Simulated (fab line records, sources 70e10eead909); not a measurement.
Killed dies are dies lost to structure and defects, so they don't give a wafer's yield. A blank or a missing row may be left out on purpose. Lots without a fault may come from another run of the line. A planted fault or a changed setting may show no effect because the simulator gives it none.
Chamber matching | flow nand_harc | NHARC_A_STAIRCASE_STRIP_476 on rie_diel-01: 4 sister chambers
The step strips in O2, time 20 s. 4 wafers are shown with their chamber, then 10 later ones without.

WAFERS WITH THEIR CHAMBER
wafer  | chamber | drypump_motor_current_A (A)
L085.6 | 3       | 4.9
L088.4 | 2       | 5.7
L091.2 | 0       | 5.5
L091.4 | 1       | 6.7

WAFERS WITHOUT THEIR CHAMBER
wafer  | drypump_motor_current_A (A)
L091.5 | 5.5
L090.2 | 4.9
L090.3 | 5.7
L090.6 | 5.5
L092.2 | 5.7
L092.5 | 5.5
L092.6 | 4.9
L096.2 | 4.9
L096.3 | 6.8
L096.5 | 5.7

WHICH CHAMBER EACH WENT THROUGH
wafer  | from the rows above | in truth
L091.5 | 0                   | 0
L090.2 | 3                   | 3
L090.3 | 2                   | 2
L090.6 | 0                   | 0
L092.2 | 2                   | 2
L092.5 | 0                   | 0
L092.6 | 3                   | 3
L096.2 | 3                   | 3
L096.3 | 1                   | 1
L096.5 | 2                   | 2
Placed correctly: 10 of 10. Can't be placed from these rows: 0. Placed wrongly: 0.
How it was worked out, from the rows above alone: a wafer's distance from a chamber is the root of the sum, over the readings, of the square of ((its reading less the chamber's mean) divided by the reading's scatter). The wafer belongs to the nearest chamber; if the next one is less than 2 further off, it can't be placed. A chamber's mean is the mean of its shown wafers. The scatter: with one shown wafer a chamber, the root of the mean of the squares of how far each hidden wafer lies from its nearest shown one.
